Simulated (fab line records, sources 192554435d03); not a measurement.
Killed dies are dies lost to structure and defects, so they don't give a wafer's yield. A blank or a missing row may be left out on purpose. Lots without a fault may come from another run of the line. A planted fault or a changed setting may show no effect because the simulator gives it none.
Split-lot experiment | flow n5_finfet | 7 lots, 39 wafers read, on a route of 1938 steps

THE SPLIT
At N5_GATE_CUT_DESCUM_18 (chemistry O2, time 7 s), the setting time_s was moved away from the recipe's 7 s on 12 of the 39 wafers read, by -40.7% to +46.1%. The other wafers ran this setting at the recipe's value.

FROM THE SPLIT TO THE READING: what the file shows between them, 1 step
- N5_GATE_CUT_ETCH_28: etches underlayer in N2/H2, target depth 13 nm, time 10.4 s

THE READING
CAR-EUV_of_GATE_CUT_COAT_07.thk_nm (the simulator's own value, which no gauge read), in nm, at N5_GATE_CUT_ETCH_36 (etches SiARC in CF4, target depth 13 nm, time 21.7 s). The file gives no usual value for it. The 27 wafers here that ran the recipe average 7.0 nm, standard deviation 0.15 nm.

wafer  | tool, chamber at the split | time_s as run, s | against the recipe | CAR-EUV_of_GATE_CUT_COAT_07.thk_nm, nm | against lot-mates on the recipe
L078.2 | rie_diel-06, 2,0           | 7                | recipe             | 7                                      | -
L078.3 | rie_diel-06, 3             | 7                | recipe             | 6.8                                    | -
L078.4 | rie_diel-06, 2,0           | 7                | recipe             | 6.8                                    | -
L079.1 | rie_diel-06, 0,2,3         | 7                | recipe             | 6.8                                    | -
L079.3 | rie_diel-06, 1             | 7                | recipe             | 6.8                                    | -
L079.4 | rie_diel-06, 3             | 7                | recipe             | 6.8                                    | -
L079.6 | rie_diel-06, 0,2,3         | 7                | recipe             | 6.8                                    | -
L079.2 | rie_diel-06, 0,2,3         | 7                | recipe             | 7                                      | -
L079.5 | rie_diel-06, 2             | 7                | recipe             | 7                                      | -
L084.1 | rie_diel-06, 1,0,3,1       | 7                | recipe             | 6.8                                    | -
L084.4 | rie_diel-06, 1,0,3,1       | 7                | recipe             | 6.8                                    | -
L084.6 | rie_diel-06, 1,0,3,1       | 7                | recipe             | 6.8                                    | -
L084.2 | rie_diel-06, 1,0,3,1       | 7                | recipe             | 7                                      | -
L084.3 | rie_diel-06, 2             | 7                | recipe             | 7                                      | -
L084.5 | rie_diel-06, 0             | 7                | recipe             | 7                                      | -
L092.1 | rie_diel-06, 3             | 7                | recipe             | 7                                      | -
L092.5 | rie_diel-06, 2             | 7                | recipe             | 7                                      | -
L092.2 | rie_diel-06, 1             | 7                | recipe             | 6.8                                    | -
L092.3 | rie_diel-06, 0,3           | 4.152            | -40.7%             | 8.4                                    | +1.5
L092.4 | rie_diel-06, 2             | 4.152            | -40.7%             | 8.4                                    | +1.5
L092.6 | rie_diel-06, 0,3           | 4.152            | -40.7%             | 8.2                                    | +1.3
L093.1 | rie_diel-04, 1,3           | 9.142            | +30.6%             | 6                                      | -1.1
L093.4 | rie_diel-04, 0             | 9.142            | +30.6%             | 6                                      | -1.1
L093.2 | rie_diel-04, 2,0,1         | 7                | recipe             | 6.8                                    | -
L093.3 | rie_diel-04, 1,3           | 9.142            | +30.6%             | 5.8                                    | -1.3
L093.5 | rie_diel-04, 2,0,1         | 7                | recipe             | 7.2                                    | -
L093.6 | rie_diel-04, 2,0,1         | 7                | recipe             | 7.2                                    | -
L094.1 | rie_diel-03, 2             | 7                | recipe             | 7.2                                    | -
L094.2 | rie_diel-03, 1             | 7                | recipe             | 7.2                                    | -
L094.4 | rie_diel-03, 1             | 7                | recipe             | 7.2                                    | -
L094.3 | rie_diel-03, 3,2           | 9.745            | +39.2%             | 5.8                                    | -1.4
L094.5 | rie_diel-03, 3             | 9.745            | +39.2%             | 5.6                                    | -1.6
L094.6 | rie_diel-03, 3,2           | 9.745            | +39.2%             | 5.6                                    | -1.6
L095.1 | rie_diel-03, 1,2,0         | 10.23            | +46.1%             | 5.6                                    | -1.4
L095.2 | rie_diel-03, 1,2,0         | 10.23            | +46.1%             | 5.4                                    | -1.6
L095.5 | rie_diel-03, 1,2,0         | 10.23            | +46.1%             | 5.4                                    | -1.6
L095.3 | rie_diel-03, 3             | 7                | recipe             | 7                                      | -
L095.4 | rie_diel-03, 0             | 7                | recipe             | 7                                      | -
L095.6 | rie_diel-03, 3             | 7                | recipe             | 7                                      | -
Where a row lists several chambers, the file gives one row for several wafers and doesn't say which wafer went through which chamber.

THE FIT
A straight line over all 39 wafers: CAR-EUV_of_GATE_CUT_COAT_07.thk_nm changes by -0.0331 nm for each +1% of time_s; r = -0.98; the points scatter about the line by 0.14 nm.
The same after taking each lot's own level away (the mean of its wafers on the recipe; 39 wafers): -0.0354 nm for each +1%; r = -0.99; scatter 0.11 nm.
On that fit, the largest move of time_s shifts the reading by 1.6 nm.
The lots' own levels span 6.87 to 7.20 nm, that is 2.3 times the standard deviation above.
So the lot-to-lot level changes the slope little: the two slopes agree.
Check: with one of the wafers moved furthest among these (+46.1%) left out of the fit, the line predicts -1.68 nm for it against its lot-mates. It came out at -1.4 nm against them.

OTHER SPLITS ON THESE WAFERS
These wafers also went through other splits before the reading. Each is held against what the fit with the lots' levels taken away leaves over:
other split on the same wafers          | wafers away from the commonest value | r with CAR-EUV_of_GATE_CUT_COAT_07.thk_nm (lot level and that fit taken away)
N5_ZERO_LAYER_DEVELOP_10 develop_time_s | 15                                   | -0.07
N5_FIN_CUT_CUT_ETCH_26 target_depth_a   | 12                                   | -0.26
N5_SDB_ETCH_18 time_s                   | 15                                   | -0.19

THE WHOLE CHAIN: every reading that the file lists as answering this split, in the file's order
step                  | what it does                                         | reading                                                                             | change (the file's fit)                | r (the file's)
N5_GATE_CUT_DESCUM_18 | chemistry O2, time 7 s                               | CAR-EUV_of_GATE_CUT_COAT_07.thk_nm (the simulator's own value, which no gauge read) | -0.035 nm for each +1% of the setting  | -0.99
N5_GATE_CUT_DESCUM_18 | chemistry O2, time 7 s                               | GATE_CUT.cd_nm (the simulator's own value, which no gauge read)                     | +0.0113 nm for each +1% of the setting | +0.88
N5_GATE_CUT_ETCH_36   | etches SiARC in CF4, target depth 13 nm, time 21.7 s | CAR-EUV_of_GATE_CUT_COAT_07.thk_nm (the simulator's own value, which no gauge read) | -0.0356 nm for each +1% of the setting | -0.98

THE FILE'S OWN FIT
CAR-EUV_of_GATE_CUT_COAT_07.thk_nm changes by -0.0356 nm for each +1% of time_s, r = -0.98.
